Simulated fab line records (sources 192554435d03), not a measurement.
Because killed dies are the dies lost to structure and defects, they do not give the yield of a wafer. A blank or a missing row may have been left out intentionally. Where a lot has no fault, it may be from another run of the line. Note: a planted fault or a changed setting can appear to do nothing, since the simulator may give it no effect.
Which tool was responsible? + flow n5-finfet + Sampling: 9 lots, 26 wafers, 6 of 1938 route steps

## WHAT THE GAUGES SHOWED, per wafer
N5_BEOL_M8_INSPECT_58: inspects for defects (darkfield).
| lot  | measured     | on                | raw-defect-count |
|------|--------------|-------------------|------------------|
| L487 | day 9 12:46  | defect-inspect-02 | 74 117 73        |
| L488 | day 10 10:10 | defect-inspect-01 | 70 56 49         |
| L494 | day 11 12:50 | defect-inspect-01 | 1245 72 68       |
| L495 | day 12 05:42 | defect-inspect-02 | 79 1306 40       |
| L499 | day 12 18:29 | defect-inspect-02 | 61 55 80         |
| L505 | day 14 09:10 | defect-inspect-02 | 74 59 53         |
| L506 | day 14 14:54 | defect-inspect-01 | 116 43 88        |
| L507 | day 14 15:43 | defect-inspect-01 | 133 101          |
| L509 | day 15 12:50 | defect-inspect-01 | 77 70 42         |

N5_BEOL_M9_INSPECT_13: inspects for defects (brightfield).
| lot  | measured     | on                | raw-defect-count |
|------|--------------|-------------------|------------------|
| L487 | day 9 15:56  | defect-inspect-01 | 392 402 486      |
| L488 | day 10 12:47 | defect-inspect-01 | 373 338 393      |
| L494 | day 11 15:15 | defect-inspect-02 | 1623 303 480     |
| L495 | day 12 07:27 | defect-inspect-01 | 430 1673 421     |
| L499 | day 12 20:47 | defect-inspect-01 | 443 652 581      |
| L505 | day 14 10:53 | defect-inspect-01 | 1000 569 927     |
| L506 | day 14 17:47 | defect-inspect-01 | 468 388 369      |
| L507 | day 14 17:57 | defect-inspect-01 | 611 448          |
| L509 | day 15 14:36 | defect-inspect-01 | 324 390 289      |

## WHICH TOOL RAN EACH LOT (tool, then ch and the chambers of the sampled wafers, then the start)
| lot  | N5_BEOL_M8_STRIP_36                | N5_BEOL_M8_PRE_CLEAN_45      | N5_BEOL_M8_ALD_77                   | N5_BEOL_M8_CMP_52             |
|------|------------------------------------|------------------------------|-------------------------------------|-------------------------------|
| L487 | rie-diel-05 ch 2,3, day 9 10:14    | pvd-sputter-03, day 9 11:10  | ald-metal-01 ch 0,1, day 9 11:13    | cmp-04 ch 0,1,2, day 9 12:20  |
| L488 | rie-diel-02 ch 1,2,3, day 10 07:21 | pvd-sputter-03, day 10 08:10 | ald-metal-03 ch 0,1,2, day 10 08:17 | cmp-04 ch 1,2, day 10 09:43   |
| L494 | rie-diel-05 ch 0,1, day 11 08:17   | pvd-sputter-02, day 11 10:17 | ald-metal-03 ch 0,1,2, day 11 10:21 | cmp-02 ch 1,2, day 11 12:23   |
| L495 | rie-diel-05 ch 0,1,2, day 12 02:58 | pvd-sputter-01, day 12 03:46 | ald-metal-03 ch 2,3, day 12 03:50   | cmp-02 ch 1,2,3, day 12 05:17 |
| L499 | rie-diel-01 ch 0,3, day 12 12:41   | pvd-sputter-03, day 12 14:50 | ald-metal-03 ch 0,2, day 12 15:07   | cmp-03 ch 0,2,3, day 12 18:07 |
| L505 | rie-diel-02 ch 0,1,3, day 14 06:28 | pvd-sputter-03, day 14 07:20 | ald-metal-01 ch 0,2, day 14 07:25   | cmp-02 ch 1,3, day 14 08:46   |
| L506 | rie-diel-02 ch 0,1, day 14 12:18   | pvd-sputter-02, day 14 13:04 | ald-metal-01 ch 0,1,2, day 14 13:08 | cmp-04 ch 0,2, day 14 14:29   |
| L507 | rie-diel-05 ch 2,3, day 14 12:43   | pvd-sputter-02, day 14 13:31 | ald-metal-02 ch 0,1, day 14 13:38   | cmp-03 ch 2,3, day 14 15:15   |
| L509 | rie-diel-05 ch 2,3, day 15 07:59   | pvd-sputter-01, day 15 09:11 | ald-metal-02 ch 1,2, day 15 09:16   | cmp-02 ch 1,2,3, day 15 12:23 |
- N5_BEOL_M8_STRIP_36: strips in N2/H2.
- N5_BEOL_M8_PRE_CLEAN_45: time 30 s.
- N5_BEOL_M8_ALD_77: deposits TaN, target thk 2 nm, pulse time 2 s, purge time 3 s.
- N5_BEOL_M8_CMP_52: polishes, stops on SiCOH lowk, t overpolish 6.9 s, target thk 80 nm.

## AS READ BY THE TOOLS THEMSELVES (means over the sampled wafers that have a number; for cases with no such wafer, the mark the record gives instead)
N5_BEOL_M8_STRIP_36.
| lot  | tool        | bias-power-w (W) | drypump-motor-current-A (A) | n2-flow-sccm (sccm) | oes-product-au (a.u.) | rf-vpp-V (V) | showerhead-plenum-p-Torr (Torr) | temp-c (C) | throttle-valve-pct (%) |
|------|-------------|------------------|-----------------------------|---------------------|-----------------------|--------------|---------------------------------|------------|------------------------|
| L487 | rie-diel-05 | 6.999            | 5.6                         | 199.8               | 0.95                  | 60.2         | 2.56                            | 39.86      | 23.54                  |
| L488 | rie-diel-02 | 6.995            | 6.2                         | 200.0               | 0.76                  | 59.8         | 2.57                            | 39.96      | 23.62                  |
| L494 | rie-diel-05 | 6.999            | 5.8                         | 200.1               | 0.87                  | 57.6         | 2.51                            | 39.96      | 23.59                  |
| L495 | rie-diel-05 | 6.982            | 5.8                         | 199.8               | 0.86                  | 59.5         | 2.50                            | 40.00      | 23.56                  |
| L499 | rie-diel-01 | 6.997            | 5.8                         | 199.4               | 0.87                  | 59.2         | 2.62                            | 40.13      | 23.81                  |
| L505 | rie-diel-02 | 7.012            | 6.0                         | 200.2               | 0.70                  | 59.3         | 2.47                            | 39.86      | 23.60                  |
| L506 | rie-diel-02 | 6.970            | 5.6                         | 200.0               | 0.69                  | 57.5         | 2.47                            | 40.00      | 23.57                  |
| L507 | rie-diel-05 | 6.993            | 5.7                         | 199.8               | 0.84                  | 60.1         | 2.57                            | 40.02      | 23.55                  |
| L509 | rie-diel-05 | 6.993            | 5.6                         | 199.8               | 0.83                  | 59.5         | 2.59                            | 39.87      | 23.52                  |

N5_BEOL_M8_PRE_CLEAN_45.
| lot  | tool           | heater-power-w (W) |
|------|----------------|--------------------|
| L487 | pvd-sputter-03 | 336                |
| L488 | pvd-sputter-03 | 336                |
| L494 | pvd-sputter-02 | 396                |
| L495 | pvd-sputter-01 | 316                |
| L499 | pvd-sputter-03 | 334                |
| L505 | pvd-sputter-03 | 342                |
| L506 | pvd-sputter-02 | 432                |
| L507 | pvd-sputter-02 | 390                |
| L509 | pvd-sputter-01 | 324                |

N5_BEOL_M8_ALD_77.
| lot  | tool         | heater-power-w (W) | precursor-vessel-temp-c (C) |
|------|--------------|--------------------|-----------------------------|
| L487 | ald-metal-01 | 440                | 75.01                       |
| L488 | ald-metal-03 | 398                | 74.92                       |
| L494 | ald-metal-03 | 392                | 75.16                       |
| L495 | ald-metal-03 | 421                | 75.03                       |
| L499 | ald-metal-03 | 419                | 75.13                       |
| L505 | ald-metal-01 | 455                | 74.90                       |
| L506 | ald-metal-01 | 451                | 75.03                       |
| L507 | ald-metal-02 | 412                | 75.08                       |
| L509 | ald-metal-02 | 419                | 75.08                       |

N5_BEOL_M8_CMP_52.
| lot  | tool   | barrier-field-endpoint-s (s) | motor-current-A (A) | overpolish-run-s (s) | slurry-flow-ml-min | time-to-endpoint-s (s) |
|------|--------|------------------------------|---------------------|----------------------|--------------------|------------------------|
| L487 | cmp-04 | 28.7                         | 5.8                 | 6.897                | 150.0              | 63.2                   |
| L488 | cmp-04 | 28.9                         | 6.1                 | 6.899                | 149.5              | 61.0                   |
| L494 | cmp-02 | 28.4                         | 6.1                 | 6.887                | 150.5              | 63.2                   |
| L495 | cmp-02 | 29.7                         | 5.9                 | 6.901                | 149.7              | 63.5                   |
| L499 | cmp-03 | 28.8                         | 5.9                 | 6.898                | 150.2              | 62.6                   |
| L505 | cmp-02 | 29.1                         | 6.1                 | 6.902                | 149.8              | 64.9                   |
| L506 | cmp-04 | 28.4                         | 6.0                 | 6.902                | 149.6              | 60.6                   |
| L507 | cmp-03 | 28.0                         | 6.2                 | 6.902                | 149.6              | 63.5                   |
| L509 | cmp-02 | 27.9                         | 5.9                 | 6.900                | 150.2              | 60.1                   |

## THE ANSWER, worked out from the rows above alone
Rule: the usual values come from the lots themselves. The widest of any qualifying gaps counts: lots, ordered by their means at a reading, are off when they make up no more than a third of the lots, leave a main group of 4 or more, and stand apart from it by 3 or more times the standard deviation of that group's means. The tables above print the reading to a certain number of digits; a main group whose means all agree to those digits is not used. A lot without any number at a reading at which 4 lots or more have one is off too. The other lots that the step has rows for count as sound. First the gauges in route order, then the tools' own readings, where a lot's mean is used as printed above. The first step at which some lot is off is used, and at that step the reading that is off furthest; a lot without a number counts as furthest.
Off at N5_BEOL_M8_INSPECT_58 (raw-defect-count): L494, L495. The main group has a mean of 77 with a standard deviation of 19.
If a tool, at a process step before that reading, ran all the lots that are off and no sound lot after the first of them, it fits. The gauges at N5_BEOL_M8_INSPECT_58 are tried like those tools. None of those tried fits.

## WHAT HAD BEEN PUT IN BY THE SIMULATOR
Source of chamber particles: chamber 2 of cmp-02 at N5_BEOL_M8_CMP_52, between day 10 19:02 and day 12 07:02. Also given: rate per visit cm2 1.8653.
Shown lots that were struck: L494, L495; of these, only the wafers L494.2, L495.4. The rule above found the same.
